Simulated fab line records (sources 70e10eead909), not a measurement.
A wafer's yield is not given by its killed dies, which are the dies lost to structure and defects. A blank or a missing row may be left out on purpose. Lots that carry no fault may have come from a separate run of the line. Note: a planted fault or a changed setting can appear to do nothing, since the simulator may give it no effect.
A struck lot beside a sound one :: flow nandHarc :: 15 steps out of a route of 1159
Sound: the wafers L336.1, L336.4, L336.5. Wafers L351.3, L351.5, L351.6 were the ones struck. The cause is named last.
At each step with rows: each side's tool, then ch and its chambers, then its first start. Under that, the readings that differ: sound wafers :: struck wafers :: difference of the means :: sigmas: that difference in standard deviations of wafers without a fault.
alike: a reading whose means differ by less than 2 such deviations, as well as words and numbers matching on both sides. not compared: withheld readings; readings where some wafer has no value; bounds like >300 that might hide an equal value; numbers whose values overlap and for which the record gives no deviation.
Wherever a step has rows on one side only, a row that says differs or no value, or a row with sigmas, the two part there. Numbers that don't overlap but have no deviation are shown without sigmas and don't part them. Lack of a reading on every wafer of one side parts them only where that side has two or more wafers.

first, 5 steps without rows for these wafers: NHARC_A_BONDPAD_SOFTBAKE_04 (time 70 s); NHARC_A_BONDPAD_EBR_05; NHARC_A_BONDPAD_EXPOSE_06 (exposes mask A BPAD); NHARC_A_BONDPAD_PEB_07 (peb time 80 s); NHARC_A_BONDPAD_DEVELOP_08 (time 50 s).
NHARC_A_BONDPAD_CD_MEAS_09 targets a cd of 500 nm.
  sound on cdSem-03 ch 0, day 18 01:26; struck on cdSem-03 ch 0, day 21 19:56
  alike: cdNm
NHARC_A_BONDPAD_OVL_MEAS_35:
  sound on overlay-01, day 18 01:32; struck on overlay-02, day 21 20:01
reading: overlayXNm (nm)
sound: 9 9 9
struck: -9 -9 -9
difference: -18
sigmas: -3
  alike: overlayYNm
then, 1 step without rows for these wafers: NHARC_A_BONDPAD_HARDBAKE_10 (time 65 s).
NHARC_A_BONDPAD_DESCUM_11: chemistry O2, time 3 s.
  sound on rieDiel-03 ch 0,3, day 18 01:40; struck on rieDiel-03 ch 1,2,3, day 21 20:10
  alike: drypumpMotorCurrentA, oesProductAu, rfVppV, showerheadPlenumPTorr, throttleValvePct
  not compared: rfHoursCounterH
NHARC_A_BONDPAD_ETCH_34: etches the open film in N2/H2, target depth 60 nm, overetch 18 nm, time 65.91 s.
  sound on rieDiel-03 ch 1,2, day 18 01:45; struck on rieDiel-03 ch 1,2,3, day 21 20:14
  alike: drypumpMotorCurrentA, n2FlowSccm, oesProductAu, rfVppV, showerheadPlenumPTorr, throttleValvePct
  not compared: rfHoursCounterH
NHARC_A_BONDPAD_ETCH_12: etches the open film in CHF3/O2, target depth 220 nm, time 110 s.
  sound: rieDiel-03 ch 0,2,3; struck: rieDiel-03 ch 2,3
  alike: drypumpMotorCurrentA, oesProductAu, rfVppV, showerheadPlenumPTorr, throttleValvePct
  not compared: rfHoursCounterH
NHARC_A_BONDPAD_CD_MEAS_13:
  sound on cdSem-02, day 18 01:59; struck on cdSem-02, day 21 20:28
  alike: cdNm
NHARC_A_BONDPAD_STRIP_15: strips in O2.
  sound on rieDiel-03 ch 1,2,3, day 18 02:06; struck on rieDiel-03 ch 0,1, day 21 20:32
reading: chamberPressureMTorr (mTorr)
sound: 60.02 60.02 60.01
struck: 50.61 50.57 50.68
difference: -9.40
sigmas: -99 or more
  alike: drypumpMotorCurrentA, oesProductAu, rfVppV, showerheadPlenumPTorr, throttleValvePct
  not compared: rfHoursCounterH
NHARC_A_BONDPAD_ETCH_24: etches the open film in CF4/N2, target depth 30 nm, time 72.99 s.
  sound: rieDiel-03 ch 2,3; struck: rieDiel-03 ch 0,1,3
  alike: drypumpMotorCurrentA, n2FlowSccm, oesProductAu, rfVppV, showerheadPlenumPTorr, throttleValvePct
  not compared: rfHoursCounterH
NHARC_END_SORT_01:
  only the struck wafers appear in the record here, on prober-01 ch 0 at day 23 04:48; the sound ones have no rows

== WHERE THEY PART ==
Last at NHARC_END_SORT_01 as far as this record goes, first at NHARC_A_BONDPAD_OVL_MEAS_35.

WHY: what had been put in by the simulator
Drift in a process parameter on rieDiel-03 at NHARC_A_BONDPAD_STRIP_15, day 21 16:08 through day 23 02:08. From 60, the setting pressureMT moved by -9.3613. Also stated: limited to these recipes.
